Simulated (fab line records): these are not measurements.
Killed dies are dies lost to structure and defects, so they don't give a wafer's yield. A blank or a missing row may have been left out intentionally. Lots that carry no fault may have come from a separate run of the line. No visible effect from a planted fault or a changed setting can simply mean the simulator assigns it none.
Split-lot experiment -- flow n5 finfet -- route with 1938 steps; 7 lots, 39 wafers read

THE SPLIT
At N5_BEOL_M9_ETCH_62 (etches SOC in N2/H2, target depth 110 nm, overetch 22 nm, time 165 s), the setting time s was moved away from the recipe's 165 s on 12 of the 39 wafers read, by -50.8% to +42.0%. The other wafers ran this setting at the recipe's value.

The reading comes from the split's own step.

THE READING
SiARC_of_BEOL_M9_COAT_60.thk nm (the simulator's own value, which no gauge read), in nm, at N5_BEOL_M9_ETCH_62 (etches SOC in N2/H2, target depth 110 nm, overetch 22 nm, time 165 s). The file gives no usual value for it. Across the 27 wafers here that went through the recipe, the average is 23.6 nm and the standard deviation 0.14 nm.

wafer,"tool, chamber at the split","time s as run, s",against the recipe,"SiARC_of_BEOL_M9_COAT_60.thk nm, nm",against lot-mates on the recipe
L085.1,"rie diel-05, 0",165,recipe,23.4,-
L085.2,"rie diel-05, 2",165,recipe,23.6,-
L085.3,"rie diel-05, 3,0",165,recipe,23.6,-
L085.6,"rie diel-05, 3,0",165,recipe,23.6,-
L085.4,"rie diel-05, 1",165,recipe,23.8,-
L085.5,"rie diel-05, 3",165,recipe,23.8,-
L086.1,"rie diel-01, 1",165,recipe,23.6,-
L086.2,"rie diel-01, 2",165,recipe,23.4,-
L086.5,"rie diel-01, 2",165,recipe,23.4,-
L088.1,"rie diel-06, 3",211.1,+27.9%,22,-1.7
L088.2,"rie diel-06, 0",211.1,+27.9%,21.8,-1.9
L088.3,"rie diel-06, 1",211.1,+27.9%,22.2,-1.5
L088.4,"rie diel-06, 2",165,recipe,23.6,-
L088.5,"rie diel-06, 2",165,recipe,23.8,-
L088.6,"rie diel-06, 3",165,recipe,23.6,-
L090.1,"rie diel-06, 2",165,recipe,23.6,-
L090.2,"rie diel-06, 0",165,recipe,23.6,-
L090.3,"rie diel-06, 1",165,recipe,23.8,-
L090.4,"rie diel-06, 3",234.3,+42.0%,21,-2.7
L090.5,"rie diel-06, 0",234.3,+42.0%,20.8,-2.9
L090.6,"rie diel-06, 1",234.3,+42.0%,21.2,-2.5
L092.1,"rie diel-01, 0",165,recipe,23.8,-
L092.2,"rie diel-01, 3",165,recipe,23.8,-
L092.3,"rie diel-01, 2",165,recipe,23.6,-
L092.4,"rie diel-01, 2",165,recipe,23.6,-
L092.5,"rie diel-01, 3",165,recipe,23.8,-
L092.6,"rie diel-01, 0",165,recipe,23.8,-
L093.1,"rie diel-06, 3",165,recipe,23.6,-
L093.2,"rie diel-06, 2",165,recipe,23.8,-
L093.3,"rie diel-06, 0",97.45,-40.9%,26.4,+2.7
L093.4,"rie diel-06, 3",97.45,-40.9%,26.4,+2.7
L093.5,"rie diel-06, 2",165,recipe,23.8,-
L093.6,"rie diel-06, 0",97.45,-40.9%,26.2,+2.5
L096.1,"rie diel-05, 1",165,recipe,23.6,-
L096.2,"rie diel-05, 2",81.16,-50.8%,26.8,+3.3
L096.3,"rie diel-05, 3",165,recipe,23.6,-
L096.4,"rie diel-05, 0",81.16,-50.8%,26.8,+3.3
L096.5,"rie diel-05, 1",81.16,-50.8%,26.8,+3.3
L096.6,"rie diel-05, 2",165,recipe,23.4,-
When a row names more than one chamber, that row covers several wafers, and the file does not tell which wafer ran in which chamber.

THE FIT
A straight line over all 39 wafers: SiARC_of_BEOL_M9_COAT_60.thk nm changes by -0.0628 nm for each +1% of time s; r = -1.00; the points scatter about the line by 0.14 nm.
The same after taking each lot's own level away (the mean of its wafers on the recipe; 39 wafers): -0.0633 nm for each +1%; r = -1.00; scatter 0.12 nm.
On that fit, the largest move of time s shifts the reading by 3.2 nm.
Across the lots, their own levels run from 23.47 to 23.73 nm, a range of 1.9 times the standard deviation given above.
The two slopes are in agreement: the lot-to-lot level therefore moves the slope only a little.
Check: with one of the wafers moved furthest among these (-50.8%) left out of the fit, the line predicts +3.22 nm for it against its lot-mates. It came out at +3.27 nm against them.

FURTHER SPLITS ON THESE WAFERS
Note: prior to the reading, these wafers also went through further splits. Each is held against what the fit with the lots' levels taken away leaves over:
other split on the same wafers,wafers away from the commonest value,r with SiARC_of_BEOL_M9_COAT_60.thk nm (lot level and that fit taken away)
N5_BEOL_M6_TRENCH_ETCH_37 time s,15,-0.09

THE WHOLE CHAIN: every reading that the file lists as answering this split, in the file's order
step,what it does,reading,change (the file's fit),r (the file's)
N5_BEOL_M9_ETCH_62,"etches SOC in N2/H2, target depth 110 nm, overetch 22 nm, time 165 s","etch.depth nm (the simulator's own value, which no gauge read)","not straight: 65.37 at the lowest setting, 99.81 at the recipe, 99.67 at the highest",not given
N5_BEOL_M9_ETCH_62,"etches SOC in N2/H2, target depth 110 nm, overetch 22 nm, time 165 s","SiARC_of_BEOL_M9_COAT_60.thk nm (the simulator's own value, which no gauge read)",-0.0634 nm for each +1% of the setting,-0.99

FILE'S OWN FIT
SiARC_of_BEOL_M9_COAT_60.thk nm changes by -0.0634 nm for each +1% of time s, r = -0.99.
